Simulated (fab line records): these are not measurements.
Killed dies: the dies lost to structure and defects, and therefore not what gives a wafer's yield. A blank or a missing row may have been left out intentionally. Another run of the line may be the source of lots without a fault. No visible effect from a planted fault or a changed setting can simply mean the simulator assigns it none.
Split-lot study / flow n5-finfet / on a route of 1938 steps: 7 lots, 21 wafers read

## SPLIT DETAILS
At N5_BEOL_M0_SAQP_PECVD_96 (deposits a-Si from SiH4/He, target thk 45 nm, time 45.2 s), the setting time-s was moved away from the recipe's 45.2 s on 2 of the 21 wafers read, by +12.8% to +12.8%. For the rest of the wafers, this setting stayed at what the recipe calls for.

The reading comes from the split's own step.

## THE READING
a-Si_of_BEOL_M0_SAQP_PECVD_96.thk-nm (the simulator's own value, which no gauge read), in nm, at N5_BEOL_M0_SAQP_PECVD_96 (deposits a-Si from SiH4/He, target thk 45 nm, time 45.2 s). There is no usual value for it anywhere in the file. Average 45.2 nm, standard deviation 0.44 nm, over the 19 wafers here run with the recipe.

wafer=L075.2; tool, chamber at the split=pecvd-04, 2; time-s as run, s=45.2; against the recipe=recipe; a-Si_of_BEOL_M0_SAQP_PECVD_96.thk-nm, nm=44.8; against lot-mates on the recipe=-
wafer=L075.4; tool, chamber at the split=pecvd-04, 1; time-s as run, s=45.2; against the recipe=recipe; a-Si_of_BEOL_M0_SAQP_PECVD_96.thk-nm, nm=45; against lot-mates on the recipe=-
wafer=L075.6; tool, chamber at the split=pecvd-04, 0; time-s as run, s=45.2; against the recipe=recipe; a-Si_of_BEOL_M0_SAQP_PECVD_96.thk-nm, nm=45.6; against lot-mates on the recipe=-
wafer=L076.3; tool, chamber at the split=pecvd-04, 1; time-s as run, s=45.2; against the recipe=recipe; a-Si_of_BEOL_M0_SAQP_PECVD_96.thk-nm, nm=44.6; against lot-mates on the recipe=-
wafer=L076.4; tool, chamber at the split=pecvd-04, 2; time-s as run, s=45.2; against the recipe=recipe; a-Si_of_BEOL_M0_SAQP_PECVD_96.thk-nm, nm=45.6; against lot-mates on the recipe=-
wafer=L076.6; tool, chamber at the split=pecvd-04, 1; time-s as run, s=45.2; against the recipe=recipe; a-Si_of_BEOL_M0_SAQP_PECVD_96.thk-nm, nm=45.8; against lot-mates on the recipe=-
wafer=L078.2; tool, chamber at the split=pecvd-02, 2; time-s as run, s=45.2; against the recipe=recipe; a-Si_of_BEOL_M0_SAQP_PECVD_96.thk-nm, nm=44.6; against lot-mates on the recipe=-
wafer=L078.4; tool, chamber at the split=pecvd-02, 0; time-s as run, s=45.2; against the recipe=recipe; a-Si_of_BEOL_M0_SAQP_PECVD_96.thk-nm, nm=45.4; against lot-mates on the recipe=-
wafer=L078.6; tool, chamber at the split=pecvd-02, 2; time-s as run, s=45.2; against the recipe=recipe; a-Si_of_BEOL_M0_SAQP_PECVD_96.thk-nm, nm=44.8; against lot-mates on the recipe=-
wafer=L080.3; tool, chamber at the split=pecvd-01, 2; time-s as run, s=45.2; against the recipe=recipe; a-Si_of_BEOL_M0_SAQP_PECVD_96.thk-nm, nm=45.4; against lot-mates on the recipe=-
wafer=L080.4; tool, chamber at the split=pecvd-01, 1; time-s as run, s=45.2; against the recipe=recipe; a-Si_of_BEOL_M0_SAQP_PECVD_96.thk-nm, nm=45.2; against lot-mates on the recipe=-
wafer=L080.6; tool, chamber at the split=pecvd-01, 2; time-s as run, s=45.2; against the recipe=recipe; a-Si_of_BEOL_M0_SAQP_PECVD_96.thk-nm, nm=44.8; against lot-mates on the recipe=-
wafer=L088.2; tool, chamber at the split=pecvd-01, 0; time-s as run, s=45.2; against the recipe=recipe; a-Si_of_BEOL_M0_SAQP_PECVD_96.thk-nm, nm=44.6; against lot-mates on the recipe=-
wafer=L088.5; tool, chamber at the split=pecvd-01, 1; time-s as run, s=51; against the recipe=+12.8%; a-Si_of_BEOL_M0_SAQP_PECVD_96.thk-nm, nm=51.6; against lot-mates on the recipe=+6.7
wafer=L088.6; tool, chamber at the split=pecvd-01, 0; time-s as run, s=45.2; against the recipe=recipe; a-Si_of_BEOL_M0_SAQP_PECVD_96.thk-nm, nm=45.2; against lot-mates on the recipe=-
wafer=L090.2; tool, chamber at the split=pecvd-04, 0; time-s as run, s=45.2; against the recipe=recipe; a-Si_of_BEOL_M0_SAQP_PECVD_96.thk-nm, nm=44.8; against lot-mates on the recipe=-
wafer=L090.3; tool, chamber at the split=pecvd-04, 2; time-s as run, s=50.99; against the recipe=+12.8%; a-Si_of_BEOL_M0_SAQP_PECVD_96.thk-nm, nm=50.8; against lot-mates on the recipe=+5.6
wafer=L090.6; tool, chamber at the split=pecvd-04, 2; time-s as run, s=45.2; against the recipe=recipe; a-Si_of_BEOL_M0_SAQP_PECVD_96.thk-nm, nm=45.6; against lot-mates on the recipe=-
wafer=L091.2; tool, chamber at the split=pecvd-04, 0; time-s as run, s=45.2; against the recipe=recipe; a-Si_of_BEOL_M0_SAQP_PECVD_96.thk-nm, nm=45.8; against lot-mates on the recipe=-
wafer=L091.3; tool, chamber at the split=pecvd-04, 2; time-s as run, s=45.2; against the recipe=recipe; a-Si_of_BEOL_M0_SAQP_PECVD_96.thk-nm, nm=45.4; against lot-mates on the recipe=-
wafer=L091.5; tool, chamber at the split=pecvd-04, 0; time-s as run, s=45.2; against the recipe=recipe; a-Si_of_BEOL_M0_SAQP_PECVD_96.thk-nm, nm=46; against lot-mates on the recipe=-

THE FIT
A straight line over all 21 wafers: a-Si_of_BEOL_M0_SAQP_PECVD_96.thk-nm changes by +0.467 nm for each +1% of time-s; r = +0.97; the points scatter about the line by 0.46 nm.
The same after taking each lot's own level away (the mean of its wafers on the recipe; 21 wafers): +0.48 nm for each +1%; r = +0.98; scatter 0.4 nm.
On that fit, the largest move of time-s shifts the reading by 6.2 nm.
The lots' own levels span 44.90 to 45.73 nm, that is 1.9 times the standard deviation above.
Consequently the slope shifts little with the lot-to-lot level, the two slopes agreeing.
Check: +5.61 nm against its lot-mates is what the line predicts for one of the wafers moved furthest among these (+12.8%) when that wafer is left out of the fit. It came out at +6.7 nm against them.

## THE OTHER SPLITS THESE WAFERS WENT THROUGH
Other splits were also applied to these wafers ahead of the reading. Each is held against what the fit with the lots' levels taken away leaves over:
other split on the same wafers=N5_SDB_ETCH_17 cf4-flow-sccm; wafers away from the commonest value=3; r with a-Si_of_BEOL_M0_SAQP_PECVD_96.thk-nm (lot level and that fit taken away)=-0.16
other split on the same wafers=N5_GATE_CUT_COAT_27 spin-rpm; wafers away from the commonest value=6; r with a-Si_of_BEOL_M0_SAQP_PECVD_96.thk-nm (lot level and that fit taken away)=+0.13
other split on the same wafers=N5_GATE_CUT_EXPOSE_10 dose-mj; wafers away from the commonest value=4; r with a-Si_of_BEOL_M0_SAQP_PECVD_96.thk-nm (lot level and that fit taken away)=+0.31
other split on the same wafers=N5_MOL_CONTACT_COAG_CONTACT_ETCH_14 source-w; wafers away from the commonest value=4; r with a-Si_of_BEOL_M0_SAQP_PECVD_96.thk-nm (lot level and that fit taken away)=-0.23
other split on the same wafers=N5_MOL_CONTACT_COAG_VIA_ETCH_46 bias-w; wafers away from the commonest value=9; r with a-Si_of_BEOL_M0_SAQP_PECVD_96.thk-nm (lot level and that fit taken away)=-0.24

## FILE'S OWN FIT
a-Si_of_BEOL_M0_SAQP_PECVD_96.thk-nm changes by +0.48 nm for each +1% of time-s, r = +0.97.
